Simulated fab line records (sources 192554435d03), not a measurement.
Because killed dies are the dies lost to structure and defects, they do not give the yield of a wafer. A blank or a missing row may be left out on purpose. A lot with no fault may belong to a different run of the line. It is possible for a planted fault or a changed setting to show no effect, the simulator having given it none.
Matching of chambers    flow n5Finfet    4 sister chambers for N5_BEOL_M6_ETCH_72 on rieDiel-03
The step etches underlayer in N2/H2, target depth 6.5 nm, time 5.2 s. 4 wafers are shown with their chamber, then 9 later ones without.

WAFERS WITH THEIR CHAMBER
wafer   chamber  showerheadPlenumPTorr (Torr)
L079.6  2        2.60
L082.4  3        2.60
L082.5  1        2.57
L082.6  0        2.50

WAFERS WITHOUT THEIR CHAMBER
wafer   showerheadPlenumPTorr (Torr)
L084.2  2.50
L084.3  2.60
L084.6  2.59
L091.1  2.59
L091.2  2.49
L091.6  2.59
L090.2  2.49
L090.4  2.59
L090.5  2.49

EACH ONE'S CHAMBER
wafer   from the rows above           in truth
L084.2  0                             0
L084.3  can't be placed: 2 or 3       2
L084.6  can't be placed: 2 or 3 or 1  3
L091.1  can't be placed: 2 or 3 or 1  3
L091.2  0                             0
L091.6  can't be placed: 2 or 3 or 1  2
L090.2  0                             0
L090.4  can't be placed: 2 or 3 or 1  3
L090.5  0                             0
Correctly placed: 4 of 9. From these rows, 5 cannot be placed; in 5 the true chamber is one of the candidates. Number placed wrongly: 0.
How it was worked out, from the rows above alone: a wafer's distance from a chamber is the root of the sum, over the readings, of the square of ((its reading less the chamber's mean) divided by the reading's scatter). If the next closest chamber is less than 2 further off than the closest, the wafer can't be placed; otherwise it belongs to the closest. Each chamber's mean is taken over the wafers shown for it. The scatter (one wafer shown for each chamber): square how far every hidden wafer sits from the nearest shown wafer, average those squares and take the square root.
